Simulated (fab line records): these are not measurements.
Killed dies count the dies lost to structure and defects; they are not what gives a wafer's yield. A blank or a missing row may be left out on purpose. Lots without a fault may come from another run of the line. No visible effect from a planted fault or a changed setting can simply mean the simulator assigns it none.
Matching of chambers :: flow nandHarc :: NHARC_P_CONTACT_ALD_22 on aldMetal-02: 4 sister chambers
The step deposits TiN, target thk 3 nm, pulse time 1 s, ald cycles 150. 20 wafers are shown with their chamber, then 10 later ones without.

== WAFERS WITH THEIR CHAMBER ==
wafer: L074.4
chamber: 3
heaterPowerW (W): 1065
precursorPulseHeightRel: 0.997

wafer: L074.5
chamber: 1
heaterPowerW (W): 1166
precursorPulseHeightRel: 1.041

wafer: L074.6
chamber: 2
heaterPowerW (W): 1114
precursorPulseHeightRel: 0.984

wafer: L077.3
chamber: 3
heaterPowerW (W): 1079
precursorPulseHeightRel: 1.022

wafer: L077.5
chamber: 0
heaterPowerW (W): 1052
precursorPulseHeightRel: 0.982

wafer: L077.6
chamber: 3
heaterPowerW (W): 1067
precursorPulseHeightRel: 0.996

wafer: L079.2
chamber: 3
heaterPowerW (W): 1054
precursorPulseHeightRel: 1.005

wafer: L079.4
chamber: 1
heaterPowerW (W): 1207
precursorPulseHeightRel: 0.995

wafer: L079.5
chamber: 1
heaterPowerW (W): 1194
precursorPulseHeightRel: 1.014

wafer: L082.3
chamber: 3
heaterPowerW (W): 1061
precursorPulseHeightRel: 1.015

wafer: L082.4
chamber: 1
heaterPowerW (W): 1188
precursorPulseHeightRel: 1.004

wafer: L082.5
chamber: 1
heaterPowerW (W): 1197
precursorPulseHeightRel: 0.987

wafer: L084.2
chamber: 0
heaterPowerW (W): 1025
precursorPulseHeightRel: 1.003

wafer: L084.4
chamber: 1
heaterPowerW (W): 1148
precursorPulseHeightRel: 0.982

wafer: L084.6
chamber: 3
heaterPowerW (W): 1075
precursorPulseHeightRel: 0.995

wafer: L085.2
chamber: 3
heaterPowerW (W): 1079
precursorPulseHeightRel: 1.039

wafer: L085.5
chamber: 2
heaterPowerW (W): 1120
precursorPulseHeightRel: 0.965

wafer: L085.6
chamber: 1
heaterPowerW (W): 1171
precursorPulseHeightRel: 1.031

wafer: L089.1
chamber: 0
heaterPowerW (W): 1087
precursorPulseHeightRel: 0.986

wafer: L089.3
chamber: 2
heaterPowerW (W): 1099
precursorPulseHeightRel: 0.980

SIGNATURES, as means of the wafers listed above
reading: heaterPowerW
chamber 0: 1054.67
chamber 1: 1181.57
chamber 2: 1111.00
chamber 3: 1068.57
scatter within a chamber: 18.2

reading: precursorPulseHeightRel
chamber 0: 0.99033
chamber 1: 1.00771
chamber 2: 0.97633
chamber 3: 1.00986
scatter within a chamber: 0.0177
Rule: distance of a wafer from a chamber = root of the sum over the readings of ((wafer's reading minus chamber's mean) / reading's scatter) squared. If the next closest chamber is less than 2 further off than the closest, the wafer can't be placed; otherwise it belongs to the closest. The scatter is the square root of a quotient: the sum, over the shown wafers, of each reading's squared deviation from its chamber's mean, divided by wafers minus chambers.

== WAFERS WITH NO CHAMBER GIVEN ==
wafer: L089.5
heaterPowerW (W): 1066
precursorPulseHeightRel: 1.011

wafer: L091.1
heaterPowerW (W): 1060
precursorPulseHeightRel: 0.998

wafer: L091.2
heaterPowerW (W): 1070
precursorPulseHeightRel: 0.990

wafer: L091.4
heaterPowerW (W): 1106
precursorPulseHeightRel: 0.972

wafer: L094.1
heaterPowerW (W): 1099
precursorPulseHeightRel: 0.996

wafer: L094.2
heaterPowerW (W): 1050
precursorPulseHeightRel: 1.003

wafer: L094.3
heaterPowerW (W): 1054
precursorPulseHeightRel: 0.988

wafer: L097.2
heaterPowerW (W): 1076
precursorPulseHeightRel: 1.024

wafer: L097.3
heaterPowerW (W): 1094
precursorPulseHeightRel: 1.006

wafer: L097.5
heaterPowerW (W): 1095
precursorPulseHeightRel: 1.026

== THE CHAMBER EACH PASSED THROUGH ==
wafer: L089.5
from the rows above: can't be placed: 3 or 0
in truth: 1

wafer: L091.1
from the rows above: can't be placed: 0 or 3
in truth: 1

wafer: L091.2
from the rows above: can't be placed: 0 or 3 or 2
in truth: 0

wafer: L091.4
from the rows above: 2
in truth: 2

wafer: L094.1
from the rows above: can't be placed: 2 or 3 or 0
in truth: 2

wafer: L094.2
from the rows above: can't be placed: 0 or 3
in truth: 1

wafer: L094.3
from the rows above: can't be placed: 0 or 3
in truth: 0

wafer: L097.2
from the rows above: can't be placed: 3 or 0
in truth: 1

wafer: L097.3
from the rows above: can't be placed: 3 or 2 or 0
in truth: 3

wafer: L097.5
from the rows above: can't be placed: 3 or 2 or 0
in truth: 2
Placed correctly: 1 of 10. Can't be placed from these rows: 9 (the true chamber is among the candidates in 5). 0 placed wrongly.
